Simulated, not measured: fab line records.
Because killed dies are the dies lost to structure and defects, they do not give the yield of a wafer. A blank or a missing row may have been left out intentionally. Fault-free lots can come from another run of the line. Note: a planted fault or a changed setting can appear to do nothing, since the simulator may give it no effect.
fab line records / flow nand-harc / part 2 of 2: steps 38 to 54 of 54
[record] lots = 5 wafers = 15 last-day = 32
route steps=1302 shown P_ZERO_WELL@26 P_STI@69
lots that met no fault: taken from a fault-free run of the same line
start-h: hours from the record's opening day to when the first of the lot's shown wafers began / wait-h: time in hours since the lot's previous step / " same as the row above / L1.1+2: one row covering several wafers at once / - value missing, or start not given / * or withheld: withheld / < > ~ a bound
route shown NAME@n: a module of which the file shows steps, and the number in the route of the first / usual: mean/standard deviation of fault-free wafers / same: alike in all rows / chamber/n: place in a boat / sites: readings site by site / _std_site: standard deviation across them / _edge_site: inner sites' mean taken away from outer sites' mean / radius-mm: for every site, how far away it sits from the centre of the wafer / mask NAME#n: copy n / behind: tool/chamber where the wafer was last shaped / hold: cause of the lot's hold/its duration in hours/its outcome / device: the transistor (n, p or np) that didn't switch / end of line: at the end of the route, the tests of the same wafers / a step without rows: its recipe alone / killed: count of dies lost to structure and defects at first sort (not the wafer's yield) / map: per-die view of a wafer (x killed, . not killed, _ where there is no die)
set.NAME: the setting as run; set.NAME@STEP: as run at that earlier step / model.NAME: the simulator's own value behind a step, which no gauge read
lots seen at some steps along the route; tables by step, rows by wafer
services: the hour from which a tool's chamber was out of use, counted from the record's first day as start-h (under 0 if before that day), plus the number of hours and why
[[steps]]
[step NHARC_P_ZERO_WELL_IMPLANT_61]
[recipe] energy-kev = 30 dose-cm2 = 5e+11 tilt-deg = 7
lot.wafer=L075.2+5+6 tool=implanter-02 chamber=0 start-h=36.40 wait-h=0.1
lot.wafer=L080.3+4+6 tool=implanter-01 chamber=0 start-h=86.45 wait-h=0.1
lot.wafer=L088.1+2+5 tool=implanter-01 chamber=0 start-h=166.93 wait-h=0.2
lot.wafer=L091.1+4+5 tool=implanter-02 chamber=0 start-h=196.01 wait-h=0.2
lot.wafer=L095.1+2+4 tool=implanter-02 chamber=0 start-h=236.18 wait-h=0.1
[step NHARC_P_ZERO_WELL_STRIP_56]
[recipe] time-s = 840 temp-c = 130 chemistry = SPM
lot.wafer=L075.6+2+5 tool=wet-bench-01 chamber=5,6,0 start-h=36.60 wait-h=0.0
lot.wafer=L080.4+3+6 tool=wet-bench-01 chamber=2,4,6 start-h=86.60 wait-h=0.1
lot.wafer=L088.2+5+1 tool=wet-bench-01 chamber=0,4,5 start-h=167.14 wait-h=0.2
lot.wafer=L091.4+5+1 tool=wet-bench-05 chamber=7,1,2 start-h=196.24 wait-h=0.1
lot.wafer=L095.4+1+2 tool=wet-bench-01 chamber=2,3,5 start-h=236.40 wait-h=0.1
[step NHARC_P_ZERO_WELL_PRECLEAN_68]
[recipe] time-s = 60 temp-c = 50 bath-age-min = 0 chemistry = SC1
lot.wafer=L075.6+2+5 tool=wet-bench-01 chamber=5,6,0 start-h=- wait-h=-
lot.wafer=L080.4+3+6 tool=wet-bench-01 chamber=2,4,6 start-h=- wait-h=-
lot.wafer=L088.2+5+1 tool=wet-bench-01 chamber=0,4,5 start-h=- wait-h=-
lot.wafer=L091.4+5+1 tool=wet-bench-05 chamber=7,1,2 start-h=- wait-h=-
lot.wafer=L095.4+1+2 tool=wet-bench-01 chamber=2,3,5 start-h=- wait-h=-
[step NHARC_P_ZERO_WELL_SRD_69]
lot.wafer=L075.6+2+5 tool=wet-bench-01 chamber=5,6,0 start-h=- wait-h=-
lot.wafer=L080.4+3+6 tool=wet-bench-01 chamber=2,4,6 start-h=- wait-h=-
lot.wafer=L088.2+5+1 tool=wet-bench-01 chamber=0,4,5 start-h=- wait-h=-
lot.wafer=L091.4+5+1 tool=wet-bench-05 chamber=7,1,2 start-h=- wait-h=-
lot.wafer=L095.4+1+2 tool=wet-bench-01 chamber=2,3,5 start-h=- wait-h=-
[step NHARC_P_ZERO_WELL_RTA_42]
[recipe] temp-c = 1100 time-s = 300
[usual] lamp-power-pct = 37/3.5 lamp_zone_4_pct = 37/3.5 wafer_temp_C_max = 1104.3/0.91
lot.wafer=L075.2 tool=rtp-anneal-02 chamber=0 start-h=37.14 wait-h=- lamp-power-pct=35 lamp_zone_4_pct=35 wafer_temp_C_max=1102.8
lot.wafer=L075.5 tool=rtp-anneal-02 chamber=0 start-h=37.14 wait-h=- lamp-power-pct=35 lamp_zone_4_pct=35 wafer_temp_C_max=1103.0
lot.wafer=L075.6 tool=rtp-anneal-02 chamber=0 start-h=37.14 wait-h=- lamp-power-pct=35 lamp_zone_4_pct=35 wafer_temp_C_max=1103.6
lot.wafer=L080.3 tool=rtp-anneal-02 chamber=0 start-h=87.25 wait-h=- lamp-power-pct=35 lamp_zone_4_pct=35 wafer_temp_C_max=1103.6
lot.wafer=L080.4 tool=rtp-anneal-02 chamber=0 start-h=87.25 wait-h=- lamp-power-pct=35 lamp_zone_4_pct=35 wafer_temp_C_max=1104.3
lot.wafer=L080.6 tool=rtp-anneal-02 chamber=0 start-h=87.25 wait-h=- lamp-power-pct=35 lamp_zone_4_pct=35 wafer_temp_C_max=1103.6
lot.wafer=L088.1 tool=rtp-anneal-02 chamber=0 start-h=167.58 wait-h=- lamp-power-pct=35 lamp_zone_4_pct=35 wafer_temp_C_max=1105.7
lot.wafer=L088.2 tool=rtp-anneal-02 chamber=0 start-h=167.58 wait-h=- lamp-power-pct=35 lamp_zone_4_pct=35 wafer_temp_C_max=1102.1
lot.wafer=L088.5 tool=rtp-anneal-02 chamber=0 start-h=167.58 wait-h=- lamp-power-pct=35 lamp_zone_4_pct=35 wafer_temp_C_max=1103.3
lot.wafer=L091.1 tool=rtp-anneal-02 chamber=0 start-h=196.77 wait-h=- lamp-power-pct=35 lamp_zone_4_pct=35 wafer_temp_C_max=1105.5
lot.wafer=L091.4 tool=rtp-anneal-02 chamber=0 start-h=196.77 wait-h=- lamp-power-pct=35 lamp_zone_4_pct=35 wafer_temp_C_max=1104.5
lot.wafer=L091.5 tool=rtp-anneal-02 chamber=0 start-h=196.77 wait-h=- lamp-power-pct=35 lamp_zone_4_pct=35 wafer_temp_C_max=1103.4
lot.wafer=L095.1 tool=rtp-anneal-01 chamber=0 start-h=236.83 wait-h=- lamp-power-pct=42 lamp_zone_4_pct=42 wafer_temp_C_max=1103.7
lot.wafer=L095.2 tool=rtp-anneal-01 chamber=0 start-h=236.83 wait-h=- lamp-power-pct=42 lamp_zone_4_pct=42 wafer_temp_C_max=1106.3
lot.wafer=L095.4 tool=rtp-anneal-01 chamber=0 start-h=236.83 wait-h=- lamp-power-pct=42 lamp_zone_4_pct=42 wafer_temp_C_max=1103.9
[step NHARC_P_ZERO_WELL_INSPECT_43]
[usual] raw-defect-count = 12/5.3
lot.wafer=L075.2 tool=defect-inspect-02 chamber=- start-h=37.73 wait-h=0.5 raw-defect-count=10
lot.wafer=L075.5 tool=defect-inspect-02 chamber=- start-h=37.73 wait-h=0.5 raw-defect-count=12
lot.wafer=L075.6 tool=defect-inspect-02 chamber=- start-h=37.73 wait-h=0.5 raw-defect-count=12
lot.wafer=L080.3 tool=defect-inspect-01 chamber=- start-h=87.71 wait-h=0.4 raw-defect-count=5
lot.wafer=L080.4 tool=defect-inspect-01 chamber=- start-h=87.71 wait-h=0.4 raw-defect-count=17
lot.wafer=L080.6 tool=defect-inspect-01 chamber=- start-h=87.71 wait-h=0.4 raw-defect-count=8
lot.wafer=L088.1 tool=defect-inspect-02 chamber=- start-h=168.24 wait-h=0.6 raw-defect-count=15
lot.wafer=L088.2 tool=defect-inspect-02 chamber=- start-h=168.24 wait-h=0.6 raw-defect-count=12
lot.wafer=L088.5 tool=defect-inspect-02 chamber=- start-h=168.24 wait-h=0.6 raw-defect-count=13
lot.wafer=L091.1 tool=defect-inspect-01 chamber=- start-h=197.44 wait-h=0.6 raw-defect-count=14
lot.wafer=L091.4 tool=defect-inspect-01 chamber=- start-h=197.44 wait-h=0.6 raw-defect-count=6
lot.wafer=L091.5 tool=defect-inspect-01 chamber=- start-h=197.44 wait-h=0.6 raw-defect-count=8
lot.wafer=L095.1 tool=defect-inspect-02 chamber=- start-h=237.51 wait-h=0.6 raw-defect-count=11
lot.wafer=L095.2 tool=defect-inspect-02 chamber=- start-h=237.51 wait-h=0.6 raw-defect-count=7
lot.wafer=L095.4 tool=defect-inspect-02 chamber=- start-h=237.51 wait-h=0.6 raw-defect-count=17
[step NHARC_P_STI_ETCH_26]
[recipe] target-depth-a = 110 chemistry = dHF material = SiO2
lot.wafer=L075.2+6+5 tool=wet-bench-07 chamber=0,1,3 start-h=37.79 wait-h=0.1
lot.wafer=L080.4+6+3 tool=wet-bench-07 chamber=1,2,6 start-h=87.76 wait-h=0.0
lot.wafer=L088.2+5+1 tool=wet-bench-07 chamber=5,6,1 start-h=168.30 wait-h=0.1
lot.wafer=L091.5+4+1 tool=wet-bench-07 chamber=3,6,0 start-h=197.49 wait-h=0.0
lot.wafer=L095.1+2+4 tool=wet-bench-04 chamber=2,3,5 start-h=237.57 wait-h=0.1
[step NHARC_P_STI_PRECLEAN_27]
[recipe] time-s = * temp-c = 50 bath-age-min = 0 chemistry = SC1
lot.wafer=L075.2+6+5 tool=wet-bench-07 chamber=0,1,3 start-h=37.85 wait-h=0.0
lot.wafer=L080.4+6+3 tool=wet-bench-07 chamber=1,2,6 start-h=87.83 wait-h=0.1
lot.wafer=L088.2+5+1 tool=wet-bench-07 chamber=5,6,1 start-h=168.36 wait-h=0.0
lot.wafer=L091.5+4+1 tool=wet-bench-07 chamber=3,6,0 start-h=197.56 wait-h=0.1
lot.wafer=L095.1+2+4 tool=wet-bench-04 chamber=2,3,5 start-h=237.63 wait-h=0.0
[step NHARC_P_STI_SRD_28]
lot.wafer=L075.2+6+5 tool=wet-bench-07 chamber=0,1,3 start-h=- wait-h=-
lot.wafer=L080.4+6+3 tool=wet-bench-07 chamber=1,2,6 start-h=- wait-h=-
lot.wafer=L088.2+5+1 tool=wet-bench-07 chamber=5,6,1 start-h=- wait-h=-
lot.wafer=L091.5+4+1 tool=wet-bench-07 chamber=3,6,0 start-h=- wait-h=-
lot.wafer=L095.1+2+4 tool=wet-bench-04 chamber=2,3,5 start-h=- wait-h=-
[step NHARC_P_STI_OXIDE_29]
[recipe] target-thk-a = 100 temp-c = 900 ox-time-s = 1362 material = SiO2
lot.wafer=L075.2+5+6 tool=furnace-07 chamber=0 start-h=44.53 wait-h=-
lot.wafer=L080.3+4+6 tool=furnace-07 chamber=0 start-h=92.78 wait-h=-
lot.wafer=L088.1+2+5 tool=furnace-07 chamber=0 start-h=172.51 wait-h=-
lot.wafer=L091.1+4+5 tool=furnace-01 chamber=0 start-h=202.97 wait-h=-
lot.wafer=L095.1+2+4 tool=furnace-01 chamber=0 start-h=242.32 wait-h=-
[step NHARC_P_STI_HM_DEP_30]
[recipe] target-thk-a = 800 temp-c = 790 pressure-mtorr = 300 time-s = 873 material = Si3N4
lot.wafer=L075.2+5+6 tool=lpcvd-01 chamber=0 start-h=52.00 wait-h=3.8
lot.wafer=L080.3+4+6 tool=lpcvd-01 chamber=1 start-h=99.91 wait-h=3.5
lot.wafer=L088.1+2+5 tool=lpcvd-01 chamber=1 start-h=179.65 wait-h=3.5
lot.wafer=L091.1+4+5 tool=lpcvd-01 chamber=1 start-h=210.50 wait-h=3.8
lot.wafer=L095.1+2+4 tool=lpcvd-02 chamber=1 start-h=249.51 wait-h=3.5
[step NHARC_P_STI_DEHYDRATE_01]
[recipe] temp-c = 150 time-s = 120
lot.wafer=L075.2+5+6 tool=litho-track-05 chamber=0 start-h=55.58 wait-h=0.4
lot.wafer=L080.3+4+6 tool=litho-track-02 chamber=0 start-h=103.57 wait-h=0.4
lot.wafer=L088.1+2+5 tool=litho-track-02 chamber=0 start-h=184.99 wait-h=0.4
lot.wafer=L091.1+4+5 tool=litho-track-02 chamber=0 start-h=214.14 wait-h=0.4
lot.wafer=L095.1+2+4 tool=litho-track-02 chamber=0 start-h=253.22 wait-h=0.4
[step NHARC_P_STI_HMDS_02]
[recipe] time-s = 30
lot.wafer=L075.2+5+6 tool=litho-track-05 chamber=0 start-h=- wait-h=-
lot.wafer=L080.3+4+6 tool=litho-track-02 chamber=0 start-h=- wait-h=-
lot.wafer=L088.1+2+5 tool=litho-track-02 chamber=0 start-h=- wait-h=-
lot.wafer=L091.1+4+5 tool=litho-track-02 chamber=0 start-h=- wait-h=-
lot.wafer=L095.1+2+4 tool=litho-track-02 chamber=0 start-h=- wait-h=-
[step NHARC_P_STI_COAT_41]
[recipe] temp-c = 200 time-s = 65
lot.wafer=L075.2+5+6 tool=litho-track-05 chamber=0 start-h=- wait-h=-
lot.wafer=L080.3+4+6 tool=litho-track-02 chamber=0 start-h=- wait-h=-
lot.wafer=L088.1+2+5 tool=litho-track-02 chamber=0 start-h=- wait-h=-
lot.wafer=L091.1+4+5 tool=litho-track-02 chamber=0 start-h=- wait-h=-
lot.wafer=L095.1+2+4 tool=litho-track-02 chamber=0 start-h=- wait-h=-
[step NHARC_P_STI_COAT_03]
[recipe] spin-rpm = 2000 resist-thk-nm = 600
lot.wafer=L075.2+5+6 tool=litho-track-05 chamber=0 start-h=- wait-h=-
lot.wafer=L080.3+4+6 tool=litho-track-02 chamber=0 start-h=- wait-h=-
lot.wafer=L088.1+2+5 tool=litho-track-02 chamber=0 start-h=- wait-h=-
lot.wafer=L091.1+4+5 tool=litho-track-02 chamber=0 start-h=- wait-h=-
lot.wafer=L095.1+2+4 tool=litho-track-02 chamber=0 start-h=- wait-h=-
[step NHARC_P_STI_SOFTBAKE_04]
[recipe] temp-c = 125 time-s = 70
lot.wafer=L075.2+5+6 tool=litho-track-05 chamber=0 start-h=- wait-h=-
lot.wafer=L080.3+4+6 tool=litho-track-02 chamber=0 start-h=- wait-h=-
lot.wafer=L088.1+2+5 tool=litho-track-02 chamber=0 start-h=- wait-h=-
lot.wafer=L091.1+4+5 tool=litho-track-02 chamber=0 start-h=- wait-h=-
lot.wafer=L095.1+2+4 tool=litho-track-02 chamber=0 start-h=- wait-h=-
[step NHARC_P_STI_EBR_05]
lot.wafer=L075.2+5+6 tool=litho-track-05 chamber=0 start-h=- wait-h=-
lot.wafer=L080.3+4+6 tool=litho-track-02 chamber=0 start-h=- wait-h=-
lot.wafer=L088.1+2+5 tool=litho-track-02 chamber=0 start-h=- wait-h=-
lot.wafer=L091.1+4+5 tool=litho-track-02 chamber=0 start-h=- wait-h=-
lot.wafer=L095.1+2+4 tool=litho-track-02 chamber=0 start-h=- wait-h=-
[[services]]
tool=wet-bench-07 chamber=- start-h=9.90 hours=0.5 kind=repair
tool=rie-diel-02 chamber=- start-h=25.77 hours=0.3 kind=repair
tool=rie-diel-02 chamber=- start-h=26.46 hours=0.1 kind=repair
tool=rie-diel-02 chamber=1 start-h=30.51 hours=18.0 kind=repair
tool=rie-diel-02 chamber=- start-h=39.81 hours=9.0 kind=pm
tool=implanter-01 chamber=- start-h=49.34 hours=1.2 kind=repair
tool=litho-track-02 chamber=- start-h=52.00 hours=7.0 kind=pm
tool=wet-bench-02 chamber=- start-h=68.00 hours=8.0 kind=pm
tool=litho-track-07 chamber=- start-h=76.00 hours=7.0 kind=pm
tool=rie-diel-02 chamber=1 start-h=86.64 hours=2.2 kind=repair
tool=litho-track-03 chamber=- start-h=100.00 hours=7.0 kind=pm
tool=krf-scanner-01 chamber=- start-h=100.96 hours=1.2 kind=repair
tool=wet-bench-01 chamber=- start-h=101.60 hours=8.0 kind=pm
tool=rie-diel-02 chamber=3 start-h=137.90 hours=3.8 kind=repair
tool=krf-scanner-01 chamber=- start-h=140.00 hours=4.0 kind=pm
tool=rie-diel-02 chamber=3 start-h=142.98 hours=4.2 kind=repair
tool=implanter-02 chamber=- start-h=146.18 hours=13.0 kind=pm
tool=wet-bench-07 chamber=- start-h=160.03 hours=8.0 kind=pm
tool=implanter-01 chamber=- start-h=199.17 hours=6.7 kind=repair
tool=implanter-02 chamber=- start-h=211.67 hours=5.3 kind=repair
tool=krf-scanner-01 chamber=- start-h=217.44 hours=1.5 kind=repair
tool=litho-track-02 chamber=- start-h=227.00 hours=7.0 kind=pm
tool=krf-scanner-01 chamber=- start-h=242.95 hours=0.6 kind=repair
tool=litho-track-07 chamber=- start-h=251.00 hours=7.0 kind=pm
